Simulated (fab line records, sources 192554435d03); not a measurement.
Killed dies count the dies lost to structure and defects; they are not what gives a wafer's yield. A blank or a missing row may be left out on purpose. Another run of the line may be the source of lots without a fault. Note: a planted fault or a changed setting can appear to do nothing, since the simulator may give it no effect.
Matching of chambers -- flow n5Finfet -- 4 sister chambers for N5_BEOL_M14_VIA_ETCH_16 on rieDiel-04
The step etches SiO2 in C4F8/O2/Ar, target depth 1231.3 nm. 14 wafers are shown with their chamber, then 7 later ones without.

== EACH WAFER AND ITS CHAMBER ==
wafer,chamber,drypumpMotorCurrentA (A),throttleValvePct (%),rfVppV (V)
L075.3,1,5.9,30.95,2229
L075.4,3,5.0,30.83,2199
L075.6,0,5.0,30.77,2206
L076.3,3,5.0,30.83,2197
L076.4,1,5.9,30.93,2230
L076.6,0,5.0,30.77,2207
L083.1,2,6.0,30.47,2227
L083.4,3,5.0,30.85,2196
L083.5,1,5.9,30.96,2230
L084.2,0,5.0,30.56,2244
L084.4,0,5.0,30.56,2243
L084.6,2,6.0,30.48,2229
L090.3,1,5.8,30.95,2229
L090.4,2,6.0,30.47,2227

SIGNATURES, as means of the wafers listed above
reading,chamber 0,chamber 1,chamber 2,chamber 3,scatter within a chamber
drypumpMotorCurrentA,5.000,5.875,6.000,5.000,0.0274
throttleValvePct,30.6650,30.9475,30.4733,30.8367,0.067
rfVppV,2225.00,2229.50,2227.67,2197.33,11.7
Rule: a wafer's distance from a chamber is the root of the sum, over the readings, of the square of ((its reading less the chamber's mean) divided by the reading's scatter). If the next closest chamber is less than 2 further off than the closest, the wafer can't be placed; otherwise it belongs to the closest. The scatter: the root of (the sum of the squares of (reading less its chamber's mean) over the shown wafers, divided by (wafers less chambers)).

== WAFERS MISSING THEIR CHAMBER ==
wafer,drypumpMotorCurrentA (A),throttleValvePct (%),rfVppV (V)
L090.5,5.0,30.86,2194
L091.1,6.0,30.48,2226
L091.2,5.9,30.97,2227
L091.4,5.0,30.88,2197
L096.3,6.0,30.51,2226
L096.4,5.1,30.59,2242
L096.5,6.0,30.50,2227

== WHICH CHAMBER EACH WENT THROUGH ==
wafer,from the rows above,in truth
L090.5,3,3
L091.1,2,2
L091.2,1,1
L091.4,3,3
L096.3,2,2
L096.4,0,0
L096.5,2,2
Correct placement for 7 of the 7. Can't be placed from these rows: 0. Placed wrongly: 0.
